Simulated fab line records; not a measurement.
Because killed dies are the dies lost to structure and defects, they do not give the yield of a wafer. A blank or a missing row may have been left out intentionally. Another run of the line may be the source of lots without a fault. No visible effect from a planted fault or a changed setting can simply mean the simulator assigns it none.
Check for tools in common ; flow n5Finfet ; 8 lots and 24 wafers in the sample

## WHY IT WAS OPENED
2 of 8 lots carry a flag on the reading IOFF_N_LONG at N5_BEOL_M4_RC_MEAS_101. Fault-free wafers read 5.62e-05 nA/um, with a standard deviation of 2.4e-06.
Rule: a lot gets a flag if all its wafers with a number sit over 4 standard deviations from that mean, or if no wafer of it has a number. All remaining lots are regarded as sound.

lot;measured;on;IOFF_N_LONG (nA/um), wafer by wafer;flag
L615;day 9 01:15;prober-02;0.0079874 0.007974 0.0079633;FLAGGED
L616;day 9 10:55;prober-02;0.0083336 0.0082807 0.0082002;FLAGGED
L628;day 14 05:10;prober-01;5.65e-05 5.57e-05 5.57e-05;
L631;day 14 18:17;prober-01;5.69e-05 5.62e-05 5.65e-05;
L630;day 14 20:09;prober-02;5.9e-05 5.91e-05 5.88e-05;
L632;day 14 22:31;prober-01;5.34e-05 5.3e-05 5.2e-05;
L633;day 15 15:37;prober-01;5.13e-05 5.29e-05 5.18e-05;
L634;day 15 22:28;prober-01;5.83e-05 5.74e-05 5.75e-05;
Averaged over the flagged lots the numbers come to 8.12e-03 nA/um, +8.07e-03 nA/um from the usual (+99 or more standard deviations).

## TOOL THAT RAN EACH LOT
The record holds 4 process steps before the reading, out of a route of 1938 steps. Every cell lists first the tool, next ch and the chambers used by the sampled wafers, and last the start.
lot;flag;N5_HKMG_FIN_PWFM_ALD_03;N5_HKMG_FIN_ETCH_31;N5_HKMG_FIN_STRIP_34;N5_HKMG_FIN_ALD_91
L615;FLAGGED;aldMetal-03 ch 1,2,3, day 4 21:17;rieDiel-05 ch 0,1,3, day 4 22:18;rieDiel-05 ch 0,1,3, day 4 22:33;aldMetal-01 ch 0,1,3, day 4 23:15
L616;FLAGGED;aldMetal-01 ch 1,2, day 5 02:49;rieDiel-04 ch 0,3, day 5 03:47;rieDiel-04 ch 0,3, day 5 04:02;aldMetal-02 ch 0,3, day 5 04:44
L628;;aldMetal-01 ch 1,2,3, day 8 01:23;rieDiel-04 ch 1,3, day 8 02:13;rieDiel-04 ch 1,3, day 8 02:28;aldMetal-01 ch 0,1,2, day 8 03:10
L631;;aldMetal-01 ch 0,1,2, day 8 20:38;rieDiel-05 ch 1,3, day 8 21:36;rieDiel-05 ch 1,3, day 8 21:51;aldMetal-01 ch 1,2, day 9 06:58
L630;;aldMetal-01 ch 0,1,3, day 8 13:17;rieDiel-01 ch 1,2, day 8 14:33;rieDiel-01 ch 1,2, day 8 14:48;aldMetal-01 ch 1,3, day 8 15:30
L632;;aldMetal-01 ch 0,2,3, day 9 15:07;rieDiel-01 ch 0,1,3, day 9 16:05;rieDiel-01 ch 0,1,3, day 9 16:20;aldMetal-02 ch 0,2,3, day 9 17:01
L633;;aldMetal-03 ch 2,3, day 9 15:35;rieDiel-05 ch 1,2, day 9 16:25;rieDiel-05 ch 1,2, day 9 16:40;aldMetal-03 ch 0,1,3, day 9 17:22
L634;;aldMetal-02 ch 2,3, day 10 01:58;rieDiel-01 ch 0,1,3, day 10 02:48;rieDiel-01 ch 0,1,3, day 10 03:03;aldMetal-02 ch 0,1,3, day 10 03:45
What is done by these steps:
- N5_HKMG_FIN_PWFM_ALD_03: deposits TiN, target thk 2 nm, pulse time 1 s, purge time 3 s.
- N5_HKMG_FIN_ETCH_31: etches SiARC in CF4, target depth 45.5 nm, time 75.8 s.
- N5_HKMG_FIN_STRIP_34: strips in CF4.
- N5_HKMG_FIN_ALD_91: deposits TiN, target thk 1 nm, pulse time 1 s, purge time 3 s.
- N5_BEOL_M4_RC_MEAS_101

## FLAGGED OVER TOTAL, TOOL BY TOOL (the gauges that took the reading come last)
step;tool;lots run;flagged;share of the flagged lots;sound lots run after its first flagged lot
N5_HKMG_FIN_PWFM_ALD_03;aldMetal-01;5;1;some;4 (L628,L630,L631,L632)
N5_HKMG_FIN_PWFM_ALD_03;aldMetal-02;1;0;none;-
N5_HKMG_FIN_PWFM_ALD_03;aldMetal-03;2;1;some;1 (L633)
N5_HKMG_FIN_ETCH_31;rieDiel-01;3;0;none;-
N5_HKMG_FIN_ETCH_31;rieDiel-04;2;1;some;1 (L628)
N5_HKMG_FIN_ETCH_31;rieDiel-05;3;1;some;2 (L631,L633)
N5_HKMG_FIN_STRIP_34;rieDiel-01;3;0;none;-
N5_HKMG_FIN_STRIP_34;rieDiel-04;2;1;some;1 (L628)
N5_HKMG_FIN_STRIP_34;rieDiel-05;3;1;some;2 (L631,L633)
N5_HKMG_FIN_ALD_91;aldMetal-01;4;1;some;3 (L628,L630,L631)
N5_HKMG_FIN_ALD_91;aldMetal-02;3;1;some;2 (L632,L634)
N5_HKMG_FIN_ALD_91;aldMetal-03;1;0;none;-
N5_BEOL_M4_RC_MEAS_101;prober-01;5;0;none;-
N5_BEOL_M4_RC_MEAS_101;prober-02;3;2;all;1 (L630)

## WHAT IS ALLOWED BY THE TABLE
Rows of the table that ran each flagged lot: 1, that is prober-02 at N5_BEOL_M4_RC_MEAS_101.
- prober-02 at N5_BEOL_M4_RC_MEAS_101 ran 3 lots, 2 of them flagged. After the first flagged lot (L630), sound lots still ran on it; a lasting fault on the whole tool would not permit that.
No row of the table ran every flagged lot and no sound lot after the first.

## WHAT THE SIMULATOR HAD PUT IN
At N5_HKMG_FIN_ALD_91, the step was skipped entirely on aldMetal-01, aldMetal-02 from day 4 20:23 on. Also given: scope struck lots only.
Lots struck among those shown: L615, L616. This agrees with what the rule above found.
